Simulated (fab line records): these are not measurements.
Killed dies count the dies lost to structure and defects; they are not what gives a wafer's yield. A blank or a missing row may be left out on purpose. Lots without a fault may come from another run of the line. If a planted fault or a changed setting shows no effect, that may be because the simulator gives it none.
Split-lot trial || flow n5 finfet || route with 1938 steps; 7 lots, 21 wafers read

SPLIT DETAILS
At N5_HKMG_FIN_COAT_06 (resist thk 90 nm), the setting spin rpm was moved away from the recipe's 1500 rpm on 3 of the 21 wafers read, by +3.1% to +7.9%. All remaining wafers had this setting at the recipe value.

BETWEEN THE SPLIT AND THE READING: the file shows 1 step in between
- N5_HKMG_FIN_PEB_10: peb time 60 s (also split here: peb time s)

THE READING
CAR-ArF_of_HKMG_FIN_COAT_06.thk nm (the simulator's own value, which no gauge read), in nm, at N5_HKMG_FIN_DEVELOP_11 (develop time 30 s). No usual value for it is given in the file. Average 88.5 nm, standard deviation 0.28 nm, over the 18 wafers here run with the recipe.

{"wafer": "L081.1", "tool, chamber at the split": "litho track-02, 0", "spin rpm as run, rpm": 1500, "against the recipe": "recipe", "CAR-ArF_of_HKMG_FIN_COAT_06.thk nm, nm": 88.6, "against lot-mates on the recipe": "-"}
{"wafer": "L081.2", "tool, chamber at the split": "litho track-02, 0", "spin rpm as run, rpm": 1618, "against the recipe": "+7.9%", "CAR-ArF_of_HKMG_FIN_COAT_06.thk nm, nm": 85, "against lot-mates on the recipe": -3.4}
{"wafer": "L081.6", "tool, chamber at the split": "litho track-02, 0", "spin rpm as run, rpm": 1500, "against the recipe": "recipe", "CAR-ArF_of_HKMG_FIN_COAT_06.thk nm, nm": 88.2, "against lot-mates on the recipe": "-"}
{"wafer": "L083.1", "tool, chamber at the split": "litho track-01, 0", "spin rpm as run, rpm": 1500, "against the recipe": "recipe", "CAR-ArF_of_HKMG_FIN_COAT_06.thk nm, nm": 88.4, "against lot-mates on the recipe": "-"}
{"wafer": "L083.2", "tool, chamber at the split": "litho track-01, 0", "spin rpm as run, rpm": 1500, "against the recipe": "recipe", "CAR-ArF_of_HKMG_FIN_COAT_06.thk nm, nm": 88.8, "against lot-mates on the recipe": "-"}
{"wafer": "L083.4", "tool, chamber at the split": "litho track-01, 0", "spin rpm as run, rpm": 1500, "against the recipe": "recipe", "CAR-ArF_of_HKMG_FIN_COAT_06.thk nm, nm": 88.8, "against lot-mates on the recipe": "-"}
{"wafer": "L088.1", "tool, chamber at the split": "litho track-01, 0", "spin rpm as run, rpm": 1500, "against the recipe": "recipe", "CAR-ArF_of_HKMG_FIN_COAT_06.thk nm, nm": 88, "against lot-mates on the recipe": "-"}
{"wafer": "L088.5", "tool, chamber at the split": "litho track-01, 0", "spin rpm as run, rpm": 1500, "against the recipe": "recipe", "CAR-ArF_of_HKMG_FIN_COAT_06.thk nm, nm": 88.4, "against lot-mates on the recipe": "-"}
{"wafer": "L088.6", "tool, chamber at the split": "litho track-01, 0", "spin rpm as run, rpm": 1500, "against the recipe": "recipe", "CAR-ArF_of_HKMG_FIN_COAT_06.thk nm, nm": 88.2, "against lot-mates on the recipe": "-"}
{"wafer": "L090.2", "tool, chamber at the split": "litho track-01, 0", "spin rpm as run, rpm": 1500, "against the recipe": "recipe", "CAR-ArF_of_HKMG_FIN_COAT_06.thk nm, nm": 88.4, "against lot-mates on the recipe": "-"}
{"wafer": "L090.3", "tool, chamber at the split": "litho track-01, 0", "spin rpm as run, rpm": 1500, "against the recipe": "recipe", "CAR-ArF_of_HKMG_FIN_COAT_06.thk nm, nm": 88.2, "against lot-mates on the recipe": "-"}
{"wafer": "L090.4", "tool, chamber at the split": "litho track-01, 0", "spin rpm as run, rpm": 1500, "against the recipe": "recipe", "CAR-ArF_of_HKMG_FIN_COAT_06.thk nm, nm": 88.8, "against lot-mates on the recipe": "-"}
{"wafer": "L091.2", "tool, chamber at the split": "litho track-02, 0", "spin rpm as run, rpm": 1546, "against the recipe": "+3.1%", "CAR-ArF_of_HKMG_FIN_COAT_06.thk nm, nm": 87.2, "against lot-mates on the recipe": -1.4}
{"wafer": "L091.3", "tool, chamber at the split": "litho track-02, 0", "spin rpm as run, rpm": 1500, "against the recipe": "recipe", "CAR-ArF_of_HKMG_FIN_COAT_06.thk nm, nm": 88.6, "against lot-mates on the recipe": "-"}
{"wafer": "L091.5", "tool, chamber at the split": "litho track-02, 0", "spin rpm as run, rpm": 1500, "against the recipe": "recipe", "CAR-ArF_of_HKMG_FIN_COAT_06.thk nm, nm": 88.6, "against lot-mates on the recipe": "-"}
{"wafer": "L092.3", "tool, chamber at the split": "litho track-03, 0", "spin rpm as run, rpm": 1500, "against the recipe": "recipe", "CAR-ArF_of_HKMG_FIN_COAT_06.thk nm, nm": 88.4, "against lot-mates on the recipe": "-"}
{"wafer": "L092.6", "tool, chamber at the split": "litho track-03, 0", "spin rpm as run, rpm": 1500, "against the recipe": "recipe", "CAR-ArF_of_HKMG_FIN_COAT_06.thk nm, nm": 88.4, "against lot-mates on the recipe": "-"}
{"wafer": "L092.4", "tool, chamber at the split": "litho track-03, 0", "spin rpm as run, rpm": 1500, "against the recipe": "recipe", "CAR-ArF_of_HKMG_FIN_COAT_06.thk nm, nm": 88.2, "against lot-mates on the recipe": "-"}
{"wafer": "L093.2", "tool, chamber at the split": "litho track-02, 0", "spin rpm as run, rpm": 1500, "against the recipe": "recipe", "CAR-ArF_of_HKMG_FIN_COAT_06.thk nm, nm": 89, "against lot-mates on the recipe": "-"}
{"wafer": "L093.4", "tool, chamber at the split": "litho track-02, 0", "spin rpm as run, rpm": 1500, "against the recipe": "recipe", "CAR-ArF_of_HKMG_FIN_COAT_06.thk nm, nm": 89, "against lot-mates on the recipe": "-"}
{"wafer": "L093.3", "tool, chamber at the split": "litho track-02, 0", "spin rpm as run, rpm": 1577, "against the recipe": "+5.1%", "CAR-ArF_of_HKMG_FIN_COAT_06.thk nm, nm": 86.6, "against lot-mates on the recipe": -2.4}

FIT RESULTS
A straight line over all 21 wafers: CAR-ArF_of_HKMG_FIN_COAT_06.thk nm changes by -0.424 nm for each +1% of spin rpm; r = -0.95; the points scatter about the line by 0.29 nm.
The same after taking each lot's own level away (the mean of its wafers on the recipe; 21 wafers): -0.443 nm for each +1%; r = -0.99; scatter 0.16 nm.
According to that fit, moving spin rpm by its largest amount changes the reading by 3.5 nm.
The lots' own levels span 88.20 to 89.00 nm, that is 2.8 times the standard deviation above.
The two slopes agree, so the slope changes little with the lot-to-lot level.
Check: for one of the wafers moved furthest among these (+7.9%), held out of the fit, the line's prediction against its lot-mates is -3.66 nm. It came out at -3.4 nm against them.

THE OTHER SPLITS THESE WAFERS WENT THROUGH
Before the reading, these wafers also passed through other splits. Each is held against what the fit with the lots' levels taken away leaves over:
{"other split on the same wafers": "N5_SD_EPI_N_PEB_07 peb temp c", "wafers away from the commonest value": 10, "r with CAR-ArF_of_HKMG_FIN_COAT_06.thk nm (lot level and that fit taken away)": -0.17}
{"other split on the same wafers": "N5_SD_EPI_P_COAT_35 spin rpm", "wafers away from the commonest value": 9, "r with CAR-ArF_of_HKMG_FIN_COAT_06.thk nm (lot level and that fit taken away)": "+0.01"}
{"other split on the same wafers": "N5_SD_EPI_P_PEB_07 peb time s", "wafers away from the commonest value": 10, "r with CAR-ArF_of_HKMG_FIN_COAT_06.thk nm (lot level and that fit taken away)": "+0.37"}
{"other split on the same wafers": "N5_ILD0_CMP_12 down force psi", "wafers away from the commonest value": 12, "r with CAR-ArF_of_HKMG_FIN_COAT_06.thk nm (lot level and that fit taken away)": -0.32}
{"other split on the same wafers": "N5_HKMG_FIN_PEB_10 peb time s", "wafers away from the commonest value": 9, "r with CAR-ArF_of_HKMG_FIN_COAT_06.thk nm (lot level and that fit taken away)": "+0.17"}

THE WHOLE CHAIN: every reading that the file lists as answering this split, in the file's order
{"step": "N5_HKMG_FIN_COAT_06", "what it does": "resist thk 90 nm", "reading": "CAR-ArF_of_HKMG_FIN_COAT_06.thk nm (the simulator's own value, which no gauge read)", "change (the file's fit)": "-0.433 nm for each +1% of the setting", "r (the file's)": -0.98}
{"step": "N5_HKMG_FIN_DEVELOP_11", "what it does": "develop time 30 s", "reading": "CAR-ArF_of_HKMG_FIN_COAT_06.thk nm (the simulator's own value, which no gauge read)", "change (the file's fit)": "-0.444 nm for each +1% of the setting", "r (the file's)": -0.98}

FILE'S OWN FIT
CAR-ArF_of_HKMG_FIN_COAT_06.thk nm changes by -0.444 nm for each +1% of spin rpm, r = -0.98.
